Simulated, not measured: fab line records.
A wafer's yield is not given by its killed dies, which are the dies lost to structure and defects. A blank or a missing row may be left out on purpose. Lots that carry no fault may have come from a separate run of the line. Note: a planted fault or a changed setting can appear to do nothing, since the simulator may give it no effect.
Struck lot and sound lot, side by side | flow nand-harc | 15 steps out of a route of 1302
Sound: these wafers, L889.2, L889.3, L889.6. The struck wafers were L909.1, L909.2, L909.6. The cause comes at the end.
Order at every step that has rows: each side's tool, ch and its chambers, its first start. Under that, the readings that differ: sound wafers | struck wafers | difference of the means | sigmas: that difference in standard deviations of wafers without a fault.
alike: readings whose means differ by less than 2 such deviations, and words and numbers that are the same on both sides. not compared: withheld readings, readings that some wafer has no value for, bounds like >300 that may hide the same value, and numbers for which the record gives no deviation and whose values overlap.
Wherever a step has rows on one side only, a row that says differs or no value, or a row with sigmas, the two part there. Numbers that have no deviation but don't overlap get no sigmas and don't part them. A reading missing from all wafers of one side parts the sides only when that side holds two or more wafers.

first, 4 steps without rows for these wafers: NHARC_P_BONDPAD_EBR_05; NHARC_P_BONDPAD_EXPOSE_06 (exposes mask P BPAD); NHARC_P_BONDPAD_PEB_07 (peb time 80 s); NHARC_P_BONDPAD_DEVELOP_08 (time 50 s).
NHARC_P_BONDPAD_CD_MEAS_09: the cd target is 500 nm.
  sound on cd-sem-01 ch 0, day 7 00:46; struck on cd-sem-03 ch 0, day 15 03:04
  alike: cd-nm
NHARC_P_BONDPAD_OVL_MEAS_38:
  sound on overlay-02 at day 7 00:52; struck on overlay-01 at day 15 03:09
  reading           | sound  | struck      | difference | sigmas
  overlay-x-nm (nm) | 0 0 -1 | -14 -13 -14 | -13        | -3
  alike: overlay-y-nm
then, 1 step without rows for these wafers: NHARC_P_BONDPAD_HARDBAKE_10 (time 65 s).
NHARC_P_BONDPAD_DESCUM_11: chemistry O2, time 3 s.
  sound on rie-diel-03 ch 0,1,3, day 7 00:59; struck on rie-diel-08 ch 0,3, day 15 03:16
  alike: drypump-motor-current-A, oes-product-au, rf-vpp-V, showerhead-plenum-p-Torr, throttle-valve-pct
  not compared: rf-hours-counter-h
NHARC_P_BONDPAD_ETCH_37: etches the open film in N2/H2, target depth 60 nm, overetch 18 nm, time 65.91 s.
  sound on rie-diel-03 ch 0,1, day 7 01:04; struck on rie-diel-08 ch 1,3, day 15 03:22
  alike: drypump-motor-current-A, n2-flow-sccm, oes-product-au, rf-vpp-V, run-length-s, showerhead-plenum-p-Torr, throttle-valve-pct
  not compared: rf-hours-counter-h
NHARC_P_BONDPAD_ETCH_12: etches the open film in CHF3/O2, target depth 200 nm, time 100 s.
  sound: rie-diel-03 ch 1,2,3; struck: rie-diel-08 ch 0,2,3
  reading               | sound             | struck            | difference | sigmas
  oes-product-au (a.u.) | 0.918 0.922 0.912 | 0.967 0.961 0.971 | +0.049     | +2
  alike: drypump-motor-current-A, rf-vpp-V, run-length-s, showerhead-plenum-p-Torr, throttle-valve-pct
  not compared: rf-hours-counter-h
NHARC_P_BONDPAD_CD_MEAS_13:
  sound on cd-sem-03 at day 7 01:18; struck on cd-sem-02 at day 15 03:35
  alike: cd-nm
NHARC_P_BONDPAD_STRIP_15: strips in O2.
  sound on rie-diel-13 ch 2,3, day 7 01:24; struck on rie-diel-03 ch 1,2,3, day 15 03:41
  alike: drypump-motor-current-A, oes-product-au, rf-vpp-V, showerhead-plenum-p-Torr, throttle-valve-pct
  not compared: rf-hours-counter-h
NHARC_P_BONDPAD_ETCH_24: etches the open film in CF4/N2, target depth 30 nm, time 72.99 s.
  sound on rie-diel-13 ch 2,3, day 7 01:38; struck on rie-diel-03 ch 1,2,3, day 15 03:50
  reading                | sound                | struck               | difference | sigmas
  oes-product-au (a.u.)  | 1.004 1.011 1.002    | 0.974 0.984 0.999    | -0.020     | -2
  run-length-s (s)       | 94.4 94.5 94.7       | 61.9 62.1 62.0       | -32.5      | -76
  throttle-valve-pct (%) | 19.793 19.800 19.797 | 19.796 19.759 19.779 | -0.019     | -2
  alike: drypump-motor-current-A, n2-flow-sccm, rf-vpp-V, showerhead-plenum-p-Torr
  not compared: rf-hours-counter-h
then, 1 step without rows for these wafers: NHARC_P_BONDPAD_STRIP_16 (strips in post etch residue remover, time 600 s).
-- record jumps: 18 days between struck wafers' starts before vs after; left off in module P_BONDPAD, resumes in module END, first step shown is number 1302 of the route --
NHARC_END_SORT_01:
  sound on prober-02 ch 0, day 24 18:43; struck on prober-01 ch 0, day 32 17:49
  reading                  | sound          | struck                                                               | difference                   | sigmas
  hold                     | - - -          | await-dispo/4.2h/scrap await-dispo/4.2h/scrap await-dispo/4.2h/scrap | no value on the sound wafers |
  defect-limited-yield (%) | 91.1 91.3 92.6 | 0 0 0                                                                | -92                          | -35
  killed-at-periphery      | 7 10 5         | 614 613 611                                                          | +605                         | +99 or more
  killed-dies              | 60 59 50       | 677 677 677                                                          | +621                         | +34
  alike: killed-at-array, killed-at-other, killed-open, killed-short

## WHERE THEY PART
First at NHARC_P_BONDPAD_OVL_MEAS_38; last, within this record, at NHARC_END_SORT_01.

WHY: what the simulator had put in
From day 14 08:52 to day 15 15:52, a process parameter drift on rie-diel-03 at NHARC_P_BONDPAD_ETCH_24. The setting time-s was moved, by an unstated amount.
